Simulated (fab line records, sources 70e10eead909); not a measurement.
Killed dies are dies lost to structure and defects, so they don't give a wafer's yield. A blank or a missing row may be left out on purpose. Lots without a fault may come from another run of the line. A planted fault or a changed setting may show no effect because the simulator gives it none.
Problem report in the 8D (eight disciplines) form, filled by code | flow nand_harc | the parts of the form that need people (team, actions taken, sign-off) are left out

1. THE PROBLEM
cd_nm at NHARC_P_M0_CD_MEAS_09 reads a mean of 86.7 nm on 6 wafers of 2 lots; wafers without a fault read 90.0 nm with a standard deviation of 0.67. That is -4.9 standard deviations from the usual mean.
The step: target cd 90 nm.
First seen on wafer L168.1, day 10 05:32, on cd_sem-03. The record holds 33 wafers of 11 lots with a number at this step. Rule for "out", or "out of limits": more than 4 standard deviations from the usual mean. The other wafers with a number count as sound.

2. WHAT IT IS AND WHAT IT IS NOT
question                    | is                     | is not
which readings at this step | cd_nm                  | -
which lots                  | L168, L171             | L151, L152, L153, L154, L156, L160, L167, L173, L174
which wafers of those lots  | all that have a number | -
read on which gauges        | cd_sem-01, cd_sem-03   | cd_sem-02
when                        | from day 10 05:32      | up to then (21 sound wafers); but 6 sound wafers of L173, L174 came after

3. SUSPECTS, AND WHAT RULES EACH OUT
Counting: a tool at a process step up to the reading stays a suspect if it ran every lot that is out and no sound lot after the first of them.
- the gauge at NHARC_P_M0_CD_MEAS_09: ruled out. The wafers that are out were read on 2 gauges (cd_sem-01, cd_sem-03).
- litho_track-04 at NHARC_P_M0_PEB_07 (peb time 65 s): kept. It ran every lot that is out, first L168 (day 10 05:28), and no sound lot after that; its last sound lot up to then is L160 (day 8 00:11). Its own readings are out on those wafers: plate_temp_C.
Left after counting: litho_track-04 at NHARC_P_M0_PEB_07.

4. THE CAUSE (what the simulator had put in)
Process parameter drift: litho_track-04, from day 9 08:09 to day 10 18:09, at NHARC_P_M0_PEB_07. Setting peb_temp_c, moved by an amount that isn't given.
Counting left only this tool.

5. THE CHAIN OF EFFECTS, in route order
Each row: a reading whose mean over the struck wafers that have a number lies more than 3 standard deviations from the usual. Only readings for which the record gives a usual standard deviation are gone through. hours: the time from each lot's start at the first step in this table that gives one to its start at this step, as a median over the lots. sigmas: the change in usual standard deviations.
hours | step                  | reading              | usual    | on struck wafers | change | sigmas
0     | NHARC_P_M0_PEB_07     | heater_power_total_W | 156.7 W  | 154.9            | -1.8   | -4.6
0     | NHARC_P_M0_PEB_07     | plate_temp_C         | 100.02 C | 99.17            | -0.85  | -7.1
0     | NHARC_P_M0_CD_MEAS_09 | cd_nm                | 90.0 nm  | 86.7             | -3.3   | -4.9
1     | NHARC_P_M0_CD_MEAS_16 | cd_nm                | 89.9 nm  | 86.4             | -3.5   | -4.7
The process steps in it:
- NHARC_P_M0_PEB_07: peb time 65 s.
Later measuring or inspecting steps at which every struck wafer that the step has a row for has a number for every such reading, and none has moved that far: NHARC_P_M0_OVL_MEAS_10, NHARC_END_SORT_01.

6. WHAT WOULD HAVE CAUGHT IT SOONER
In this record the first reading out of limits at a measuring or inspecting step was taken at day 10 05:32, 21 hours after the fault began at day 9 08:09.
The tool's own readings at NHARC_P_M0_PEB_07 were out on every struck wafer that the step has a row for (plate_temp_C): an alarm limit on them would have fired on the first of those.
Of the lots that are out (2), L171 began NHARC_P_M0_PEB_07 on litho_track-04 after day 10 05:32. A hold on the tool at that time would have spared it.
